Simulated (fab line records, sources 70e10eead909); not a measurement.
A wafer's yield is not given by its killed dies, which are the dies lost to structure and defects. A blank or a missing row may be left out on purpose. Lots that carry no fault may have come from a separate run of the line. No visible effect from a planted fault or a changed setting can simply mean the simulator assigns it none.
What tool caused it?	flow nand harc	24 lots with 72 wafers sampled at 6 steps, on a route of 1302 steps

WHAT THE GAUGES READ, wafer by wafer
NHARC_A_STAIRCASE_INSPECT_155. Usual: 422 for raw defect count, sd 120.
lot	measured	on	raw defect count	flag
L074	day 18 20:55	defect inspect-01	253 414 565	
L075	day 19 22:54	defect inspect-01	526 486 373	
L076	day 20 04:24	defect inspect-02	608 499 340	
L077	day 20 04:41	defect inspect-02	568 373 451	
L078	day 20 18:56	defect inspect-02	330 330 559	
L080	day 21 22:37	defect inspect-01	686 521 492	
L079	day 21 23:07	defect inspect-02	670 814 665	
L081	day 22 08:08	defect inspect-01	532 522 339	
L082	day 23 02:26	defect inspect-02	396 378 439	
L083	day 23 09:38	defect inspect-01	300 389 348	
L084	day 23 13:10	defect inspect-01	453 460 475	
L086	day 24 04:44	defect inspect-01	342 457 334	
L085	day 24 05:04	defect inspect-01	371 460 377	
L087	day 24 21:57	defect inspect-02	445 370 312	
L088	day 24 22:07	defect inspect-01	431 507 350	
L089	day 25 11:59	defect inspect-01	400 534 403	
L090	day 25 12:30	defect inspect-01	342 591 320	
L091	day 26 08:43	defect inspect-02	325 801 338	
L093	day 26 08:59	defect inspect-01	438 351 342	
L092	day 26 20:20	defect inspect-02	538 169 274	
L094	day 27 11:25	defect inspect-02	401 292 341	
L095	day 28 07:59	defect inspect-02	453 395 375	
L096	day 28 08:04	defect inspect-01	183 255 197	
L097	day 28 08:13	defect inspect-02	414 476 468	

NHARC_A_SGD_CUT_OVL_MEAS_10. Usual: overlay x nm 0.2 nm, standard deviation 0.97; overlay y nm -0.2 nm, standard deviation 0.83.
lot	measured	on	overlay x nm (nm)	overlay y nm (nm)	flag
L074	day 18 21:46	overlay-01	0.6 0.1 0.0	-0.6 -0.4 -0.5	
L075	day 19 23:47	overlay-02	-0.5 -0.2 0.0	-1.4 -1.6 -2.2	
L076	day 20 05:12	overlay-02	0.2 0.1 0.4	0.6 1.0 0.5	
L077	day 20 05:34	overlay-01	-0.5 -0.6 -0.5	-0.5 -0.7 -0.9	
L078	day 20 19:50	overlay-01	2.2 2.0 2.0	0.8 0.7 0.7	
L080	day 21 23:30	overlay-02	-0.3 0.2 -0.2	-1.4 -1.6 -1.8	
L079	day 21 23:59	overlay-02	-1.3 -1.5 -1.9	0.7 0.9 0.8	
L081	day 22 09:01	overlay-01	0.9 0.5 0.7	-1.0 -0.7 -0.5	
L082	day 23 03:30	overlay-02	0.1 0.3 0.0	-0.6 -1.0 -0.7	
L083	day 23 10:31	overlay-02	1.5 1.4 1.5	0.3 -0.2 0.5	
L084	day 23 14:07	overlay-01	-1.4 -1.1 -1.0	1.2 0.7 0.8	
L086	day 24 05:29	overlay-02	-1.3 -1.4 -1.1	1.0 0.7 0.6	
L085	day 24 06:20	overlay-01	-0.1 0.2 0.2	-0.5 -0.2 0.1	
L087	day 24 22:43	overlay-02	0.5 0.6 0.5	0.5 0.2 0.4	
L088	day 24 22:59	overlay-01	-0.1 -0.1 0.0	-2.0 -1.6 -1.5	
L089	day 25 12:44	overlay-02	0.8 1.2 1.3	-0.4 -0.5 -0.7	
L090	day 25 13:22	overlay-02	-0.1 0.1 0.5	-0.5 -0.8 -0.5	
L091	day 26 09:35	overlay-01	1.5 1.5 2.4	0.6 0.9 0.0	
L093	day 26 09:52	overlay-02	0.2 0.0 0.5	-0.4 -0.2 -0.2	
L092	day 26 21:13	overlay-02	-0.8 -1.0 -1.0	-0.4 -0.2 -0.2	
L094	day 27 12:10	overlay-02	1.7 2.1 1.6	0.7 0.7 0.3	
L095	day 28 08:44	overlay-01	0.6 0.9 1.0	0.8 0.7 0.2	
L096	day 28 08:56	overlay-02	-0.6 0.0 -0.4	-1.0 -1.6 -1.2	
L097	day 28 09:07	overlay-02	-0.6 -1.0 -0.7	-0.6 -0.2 -0.5	

NHARC_A_SGD_CUT_INSPECT_11. Usual: 53 for raw defect count, sd 33.
lot	measured	on	raw defect count	flag
L074	day 18 21:48	defect inspect-01	15 18 17	
L075	day 19 23:49	defect inspect-01	56 53 54	
L076	day 20 05:14	defect inspect-02	22 15 8	
L077	day 20 05:36	defect inspect-02	137 107 103	
L078	day 20 19:52	defect inspect-01	60 59 72	
L080	day 21 23:32	defect inspect-02	120 123 100	
L079	day 22 00:02	defect inspect-01	58 69 50	
L081	day 22 09:03	defect inspect-01	56 85 80	
L082	day 23 03:32	defect inspect-02	19 35 25	
L083	day 23 10:33	defect inspect-01	63 46 57	
L084	day 23 14:10	defect inspect-01	78 85 95	
L086	day 24 05:32	defect inspect-01	9 14 19	
L085	day 24 06:23	defect inspect-02	74 89 84	
L087	day 24 22:44	defect inspect-02	16 17 11	
L088	day 24 23:01	defect inspect-01	54 41 52	
L089	day 25 12:46	defect inspect-02	20 18 24	
L090	day 25 13:25	defect inspect-01	45 54 45	
L091	day 26 09:37	defect inspect-01	52 56 63	
L093	day 26 09:54	defect inspect-02	98 95 93	
L092	day 26 21:15	defect inspect-01	30 26 16	
L094	day 27 12:13	defect inspect-02	64 80 74	
L095	day 28 08:46	defect inspect-02	31 36 25	
L096	day 28 08:59	defect inspect-01	8 8 7	
L097	day 28 09:09	defect inspect-01	78 100 81	

NHARC_A_SLIT_CD_MEAS_09: the cd target is 300 nm. Usual: 300.1 nm for cd nm, sd 0.47.
lot	measured	on	cd nm (nm)	flag
L074	day 19 12:05	cd sem-02	300.2 300.2 300.8	
L075	day 20 11:49	cd sem-01	300.0 299.7 299.9	
L076	day 20 18:25	cd sem-01	300.1 300.0 300.3	
L077	day 20 20:07	cd sem-01	301.0 300.8 300.8	
L078	day 21 08:30	cd sem-02	299.6 299.3 300.5	
L080	day 22 13:06	cd sem-02	299.6 299.5 299.4	
L079	day 22 13:16	cd sem-03	299.7 300.5 300.3	
L081	day 22 22:35	cd sem-01	300.3 300.1 299.7	
L082	day 23 18:09	cd sem-03	300.4 300.4 300.7	
L083	day 23 22:34	cd sem-01	300.1 299.8 299.7	
L084	day 24 01:44	cd sem-03	300.7 300.0 300.7	
L086	day 24 21:24	cd sem-01	300.8 300.2 300.5	
L085	day 24 20:43	cd sem-02	299.7 299.9 300.3	
L087	day 25 14:30	cd sem-01	300.1 300.1 299.5	
L088	day 25 13:31	cd sem-03	299.8 299.6 299.6	
L089	day 26 00:34	cd sem-03	299.8 299.5 299.8	
L090	day 26 00:44	cd sem-01	300.7 300.1 300.1	
L091	day 27 00:22	cd sem-01	299.6 300.0 299.7	
L093	day 26 21:01	cd sem-03	300.8 300.2 301.2	
L092	day 27 09:19	cd sem-03	300.2 299.6 299.7	
L094	day 28 00:05	cd sem-01	300.1 300.2 300.1	
L095	day 28 20:52	cd sem-01	299.8 300.0 300.0	
L096	day 28 20:43	cd sem-03	299.5 299.8 299.8	
L097	day 29 00:32	cd sem-01	300.0 300.0 300.0	

WHAT TOOL EACH LOT RAN ON (gives the tool, then ch and the chambers of the sampled wafers, and finally the start)
lot	NHARC_A_STAIRCASE_DESCUM_443	NHARC_A_SGD_CUT_STRIP_28
L074	rie diel-13 ch 0,2,3, day 18 13:46	rie diel-02 ch 0,1,3, day 19 12:05 or earlier
L075	rie diel-05 ch 0,1,2, day 19 15:51	rie diel-02 ch 0,2, day 20 06:50
L076	rie diel-13 ch 0,2, day 19 21:20	rie diel-11 ch 2,3, day 20 12:14
L077	rie diel-05 ch 0,1,2, day 19 21:31	rie diel-02 ch 0,1, day 20 12:15
L078	rie diel-13 ch 0,1,2, day 20 11:46	rie diel-02 ch 0,1,2, day 21 02:52
L080	rie diel-08 ch 0,3, day 21 15:22	rie diel-11 ch 1,2,3, day 22 13:06 or earlier
L079	rie diel-05 ch 0,1,3, day 21 15:32	rie diel-02 ch 0,1,2, day 22 06:38
L081	rie diel-13 ch 0,1,3, day 22 01:05	rie diel-02 ch 0,2,3, day 22 22:35 or earlier
L082	rie diel-08 ch 0,1,2, day 22 19:12	rie diel-11 ch 0,1,3, day 23 18:09 or earlier
L083	rie diel-13 ch 1,2,3, day 23 02:20	rie diel-09 ch 0,1,2, day 23 22:34 or earlier
L084	rie diel-13 ch 0,2, day 23 05:47	rie diel-11 ch 0,2, day 24 01:44 or earlier
L086	rie diel-05 ch 0,2,3, day 23 21:20	rie diel-02 ch 2,3, day 24 12:01
L085	rie diel-13 ch 0,1,2, day 23 21:58	rie diel-09 ch 1,2,3, day 24 20:43 or earlier
L087	rie diel-08 ch 0,2,3, day 24 14:54	rie diel-11 ch 0,1,2, day 25 14:30 or earlier
L088	rie diel-05 ch 0,2,3, day 24 15:05	rie diel-02 ch 0,3, day 25 13:31 or earlier
L089	rie diel-08 ch 0,2,3, day 25 04:55	rie diel-02 ch 0,1,2, day 26 00:34 or earlier
L090	rie diel-13 ch 1,2, day 25 05:08	rie diel-09 ch 0,3, day 26 00:44 or earlier
L091	rie diel-08 ch 0,2,3, day 26 01:42	rie diel-02 ch 0,1,3, day 27 00:22 or earlier
L093	rie diel-13 ch 0,3, day 26 01:51	rie diel-09 ch 0,1,3, day 26 21:01 or earlier
L092	rie diel-08 ch 1,2,3, day 26 13:12	rie diel-02 ch 0,1, day 27 03:52
L094	rie diel-08 ch 2,3, day 27 04:20	rie diel-09 ch 1,3, day 28 00:05 or earlier
L095	rie diel-08 ch 0,2,3, day 28 00:46	rie diel-02 ch 1,2,3, day 28 20:52 or earlier
L096	rie diel-13 ch 1,3, day 28 00:55	rie diel-09 ch 0,2, day 28 20:43 or earlier
L097	rie diel-05 ch 0,1, day 28 01:05	rie diel-11 ch 0,1, day 29 00:32 or earlier
- NHARC_A_STAIRCASE_DESCUM_443: chemistry O2, time 3 s.
- NHARC_A_SGD_CUT_STRIP_28: strips in O2, time 20 s.

WHAT THE TOOLS THEMSELVES READ (means of the sampled wafers that have a number; where no wafer has one, the mark that the record gives instead)
NHARC_A_STAIRCASE_DESCUM_443. Usual: drypump motor current A 5.6 A, standard deviation 0.52; oes product au 0.998 a.u., standard deviation 0.0073; rf vpp V 57.7 V, standard deviation 0.94; showerhead plenum p Torr 1.90 Torr, standard deviation 0.082; throttle valve pct 11.310 %, standard deviation 0.0079.
lot	tool	drypump motor current A (A)	oes product au (a.u.)	rf vpp V (V)	showerhead plenum p Torr (Torr)	throttle valve pct (%)	flag
L074	rie diel-13	5.6	0.995	57.5	1.85	11.313	
L075	rie diel-05	5.3	1.000	57.4	1.86	11.310	
L076	rie diel-13	6.0	1.001	56.8	1.86	11.306	
L077	rie diel-05	5.3	1.001	57.7	1.85	11.307	
L078	rie diel-13	5.6	1.003	57.7	1.92	11.317	
L080	rie diel-08	6.1	1.003	57.6	1.94	11.306	
L079	rie diel-05	5.4	1.003	57.4	1.87	11.309	
L081	rie diel-13	5.7	0.996	58.2	1.90	11.302	
L082	rie diel-08	5.8	0.992	57.9	1.93	11.316	
L083	rie diel-13	5.2	0.989	58.2	1.90	11.308	
L084	rie diel-13	5.6	1.005	58.4	1.85	11.312	
L086	rie diel-05	5.2	1.003	57.9	1.86	11.313	
L085	rie diel-13	5.6	0.997	58.2	1.91	11.313	
L087	rie diel-08	5.8	1.000	57.8	1.97	11.310	
L088	rie diel-05	5.2	0.999	57.4	1.86	11.305	
L089	rie diel-08	5.8	1.000	57.7	1.97	11.319	
L090	rie diel-13	5.3	0.994	56.9	1.96	11.306	
L091	rie diel-08	5.8	0.991	57.2	1.97	11.317	
L093	rie diel-13	5.6	0.989	58.3	1.82	11.310	
L092	rie diel-08	6.2	0.993	57.7	1.92	11.303	
L094	rie diel-08	6.1	0.998	58.1	1.96	11.309	
L095	rie diel-08	5.8	1.002	58.6	1.96	11.312	
L096	rie diel-13	5.3	0.990	58.9	1.94	11.302	
L097	rie diel-05	5.4	1.000	56.9	1.84	11.309	

NHARC_A_SGD_CUT_STRIP_28. Usual: drypump motor current A 5.6 A, standard deviation 0.39; oes product au 1.002 a.u., standard deviation 0.0085; rf vpp V 57.6 V, standard deviation 0.9; showerhead plenum p Torr 3.50 Torr, standard deviation 0.13; throttle valve pct 17.037 %, standard deviation 0.0083.
lot	tool	drypump motor current A (A)	oes product au (a.u.)	rf vpp V (V)	showerhead plenum p Torr (Torr)	throttle valve pct (%)	flag
L074	rie diel-02	5.7	0.997	57.6	3.53	17.035	
L075	rie diel-02	5.2	0.998	57.5	3.35	17.038	
L076	rie diel-11	6.3	0.992	57.1	3.49	17.037	
L077	rie diel-02	5.7	1.004	57.4	3.48	17.045	
L078	rie diel-02	5.4	0.995	57.8	3.44	17.030	
L080	rie diel-11	6.0	1.001	58.0	3.49	17.033	
L079	rie diel-02	5.5	1.000	56.6	3.44	17.036	
L081	rie diel-02	5.5	1.003	57.3	3.43	17.035	
L082	rie diel-11	5.5	1.003	58.2	3.55	17.035	
L083	rie diel-09	5.7	1.017	57.7	3.56	17.030	
L084	rie diel-11	6.1	0.998	57.5	3.48	17.037	
L086	rie diel-02	5.3	1.001	57.3	3.39	17.030	
L085	rie diel-09	5.5	1.004	57.1	3.48	17.036	
L087	rie diel-11	5.8	0.998	58.0	3.49	17.041	
L088	rie diel-02	5.8	1.002	58.0	3.51	17.036	
L089	rie diel-02	5.5	1.002	57.9	3.44	17.044	
L090	rie diel-09	5.7	1.016	57.9	3.68	17.041	
L091	rie diel-02	5.7	1.004	58.1	3.52	17.039	
L093	rie diel-09	5.6	1.004	57.1	3.53	17.031	
L092	rie diel-02	5.6	1.000	58.0	3.54	17.038	
L094	rie diel-09	5.3	0.996	57.6	3.46	17.043	
L095	rie diel-02	5.5	1.008	57.7	3.48	17.029	
L096	rie diel-09	5.9	1.012	58.2	3.69	17.032	
L097	rie diel-11	5.3	1.013	57.8	3.55	17.038	

THE ANSWER, worked out from the rows above alone
Rule: lot off if the mean of its wafers having a number is beyond 3 standard deviations from the usual mean. A lot without any number at a reading at which 4 lots or more have one is off too. Any other lot the step has rows for is counted as sound. After the gauges, taken in route order, come the tools' own readings; for these a lot's mean is taken, as printed above. The first step at which some lot is off is used, and at that step the reading that is off furthest; a lot without a number counts as furthest.
Nothing can be told from this: no lot is off at any reading shown.

WHAT THE SIMULATOR HAD INSERTED
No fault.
